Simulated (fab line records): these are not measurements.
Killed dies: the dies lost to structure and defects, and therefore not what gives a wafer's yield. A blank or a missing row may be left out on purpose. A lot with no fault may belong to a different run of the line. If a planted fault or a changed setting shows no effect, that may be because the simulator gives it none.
Lot-split experiment    flow n5Finfet    21 wafers read across 7 lots, on a route 1938 steps long

## THE SPLIT ITSELF
At N5_BEOL_M12_COAT_04 (resist thk 400 nm), the setting spinRpm was moved away from the recipe's 1625 rpm on 8 of the 21 wafers read, by -9.7% to +4.9%. All remaining wafers had this setting at the recipe value.

## FROM THE SPLIT TO THE READING: what the file shows between them, 8 steps
- N5_BEOL_M12_EBR_06
- N5_BEOL_M12_SOFTBAKE_05: time 60 s
- N5_BEOL_M12_EXPOSE_07: exposes mask V11
- N5_BEOL_M12_PEB_08: peb time 90 s
- N5_BEOL_M12_DEVELOP_09: develop time 45 s
- N5_BEOL_M12_HARDBAKE_14: time 120 s
- N5_BEOL_M12_DESCUM_15: chemistry O2, time 7.9 s
- N5_BEOL_M12_ETCH_59: etches BARC in N2/H2, target depth 89 nm, overetch 26.7 nm, time 67.9 s

## THE READING
coat_of_BEOL_M12_COAT_04.thkNm (the simulator's own value, which no gauge read), in nm, at N5_BEOL_M12_VIA_ETCH_16 (etches SiOC in C4F8/O2/Ar, target depth 724.8 nm). No usual value for it is given in the file. Across the 13 wafers here that went through the recipe, the average is 123.2 nm and the standard deviation 3.3 nm.

wafer   tool, chamber at the split  spinRpm as run, rpm  against the recipe  coat_of_BEOL_M12_COAT_04.thkNm, nm  against lot-mates on the recipe
L079.3  lithoTrack-02, 0            1555                 -4.3%               138.2                               +15.0
L079.5  lithoTrack-02, 0            1555                 -4.3%               134.4                               +11.2
L079.6  lithoTrack-02, 0            1625                 recipe              123.2                               -
L086.2  lithoTrack-04, 0            1625                 recipe              119.8                               -
L086.3  lithoTrack-04, 0            1625                 recipe              115.4                               -
L086.6  lithoTrack-04, 0            1704                 +4.9%               108.8                               -8.8
L088.2  lithoTrack-05, 0            1625                 recipe              126                                 -
L088.4  lithoTrack-05, 0            1625                 recipe              120.2                               -
L088.6  lithoTrack-05, 0            1625                 recipe              122.8                               -
L091.1  lithoTrack-04, 0            1625                 recipe              128.4                               -
L091.4  lithoTrack-04, 0            1625                 recipe              124                                 -
L091.6  lithoTrack-04, 0            1672                 +2.9%               118.4                               -7.8
L092.1  lithoTrack-04, 0            1467                 -9.7%               144.4                               +22.2
L092.3  lithoTrack-04, 0            1625                 recipe              122.2                               -
L092.6  lithoTrack-04, 0            1467                 -9.7%               146.4                               +24.2
L095.2  lithoTrack-05, 0            1625                 recipe              126.2                               -
L095.4  lithoTrack-05, 0            1674                 +3.0%               114.8                               -11.4
L095.5  lithoTrack-05, 0            1674                 +3.0%               115                                 -11.2
L097.3  lithoTrack-02, 0            1625                 recipe              127                                 -
L097.4  lithoTrack-02, 0            1625                 recipe              122.6                               -
L097.5  lithoTrack-02, 0            1625                 recipe              123.8                               -

FIT RESULTS
A straight line over all 21 wafers: coat_of_BEOL_M12_COAT_04.thkNm changes by -2.46 nm for each +1% of spinRpm; r = -0.95; the points scatter about the line by 3.1 nm.
The same after taking each lot's own level away (the mean of its wafers on the recipe; 21 wafers): -2.53 nm for each +1%; r = -0.97; scatter 2.4 nm.
Per that fit: largest spinRpm move, reading shift of 25 nm.
From 117.60 to 126.20 nm: that is the span of the lots' own levels, equal to 2.6 times the standard deviation above.
Hence the lot-to-lot level has little effect on the slope; both slopes agree.
Check: for one of the wafers moved furthest among these (-9.7%), held out of the fit, the line's prediction against its lot-mates is +25.7 nm. Against them it came out at +22.2 nm.

## THE WHOLE CHAIN: every reading that the file lists as answering this split, in the file's order
step                     what it does                                                             reading                                                                          change (the file's fit)               r (the file's)
N5_BEOL_M12_COAT_04      resist thk 400 nm                                                        coat_of_BEOL_M12_COAT_04.thkNm (the simulator's own value, which no gauge read)  -2.06 nm for each +1% of the setting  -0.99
N5_BEOL_M12_DEVELOP_09   develop time 45 s                                                        coat_of_BEOL_M12_COAT_04.thkNm (the simulator's own value, which no gauge read)  -2.05 nm for each +1% of the setting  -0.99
N5_BEOL_M12_ETCH_59      etches BARC in N2/H2, target depth 89 nm, overetch 26.7 nm, time 67.9 s  coat_of_BEOL_M12_COAT_04.thkNm (the simulator's own value, which no gauge read)  -2.21 nm for each +1% of the setting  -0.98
N5_BEOL_M12_VIA_ETCH_16  etches SiOC in C4F8/O2/Ar, target depth 724.8 nm                         coat_of_BEOL_M12_COAT_04.thkNm (the simulator's own value, which no gauge read)  -2.47 nm for each +1% of the setting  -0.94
N5_BEOL_M12_STRIP_63     strips in N2/H2                                                          stripTimeToEndpointS                                                             withheld for each +1% of the setting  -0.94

## THE FILE'S OWN FIT
coat_of_BEOL_M12_COAT_04.thkNm changes by -2.47 nm for each +1% of spinRpm, r = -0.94.
